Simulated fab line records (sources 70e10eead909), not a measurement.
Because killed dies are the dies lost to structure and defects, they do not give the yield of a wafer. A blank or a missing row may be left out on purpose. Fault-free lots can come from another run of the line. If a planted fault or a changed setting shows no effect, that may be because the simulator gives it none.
Matching of chambers || flow nand_harc || 4 sister chambers for NHARC_A_STAIRCASE_DESCUM_11 on rie_diel-06
The step chemistry O2, time 3 s. 4 wafers are shown with their chamber, then 8 later ones without.

## WAFERS WITH THEIR CHAMBER
{"wafer": "L087.2", "chamber": 3, "drypump_motor_current_A (A)": 5.4}
{"wafer": "L088.2", "chamber": 0, "drypump_motor_current_A (A)": 6.3}
{"wafer": "L088.6", "chamber": 2, "drypump_motor_current_A (A)": 5.3}
{"wafer": "L089.1", "chamber": 1, "drypump_motor_current_A (A)": 5.4}

## WAFERS WHOSE CHAMBER IS MISSING
{"wafer": "L089.4", "drypump_motor_current_A (A)": 5.3}
{"wafer": "L089.5", "drypump_motor_current_A (A)": 5.3}
{"wafer": "L091.1", "drypump_motor_current_A (A)": 5.4}
{"wafer": "L091.3", "drypump_motor_current_A (A)": 6.3}
{"wafer": "L091.5", "drypump_motor_current_A (A)": 5.2}
{"wafer": "L093.1", "drypump_motor_current_A (A)": 5.3}
{"wafer": "L093.2", "drypump_motor_current_A (A)": 6.3}
{"wafer": "L093.3", "drypump_motor_current_A (A)": 5.4}

## WHICH CHAMBER EACH WENT THROUGH
{"wafer": "L089.4", "from the rows above": 2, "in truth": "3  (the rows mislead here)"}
{"wafer": "L089.5", "from the rows above": 2, "in truth": 2}
{"wafer": "L091.1", "from the rows above": "can't be placed: 1 or 3", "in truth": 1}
{"wafer": "L091.3", "from the rows above": 0, "in truth": 0}
{"wafer": "L091.5", "from the rows above": 2, "in truth": 2}
{"wafer": "L093.1", "from the rows above": 2, "in truth": 2}
{"wafer": "L093.2", "from the rows above": 0, "in truth": 0}
{"wafer": "L093.3", "from the rows above": "can't be placed: 1 or 3", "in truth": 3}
Placed correctly: 5 of 8. Not placeable from these rows: 2 (in 2, the candidates include the true chamber). Number placed wrongly: 1.
How it was worked out, from the rows above alone: a wafer's distance from a chamber is the root of the sum, over the readings, of the square of ((its reading less the chamber's mean) divided by the reading's scatter). The wafer belongs to the nearest chamber; if the next one is less than 2 further off, it can't be placed. Each chamber's mean is taken over the wafers shown for it. The scatter: root of mean squared gap, hidden wafer to nearest shown wafer, with one shown wafer a chamber.
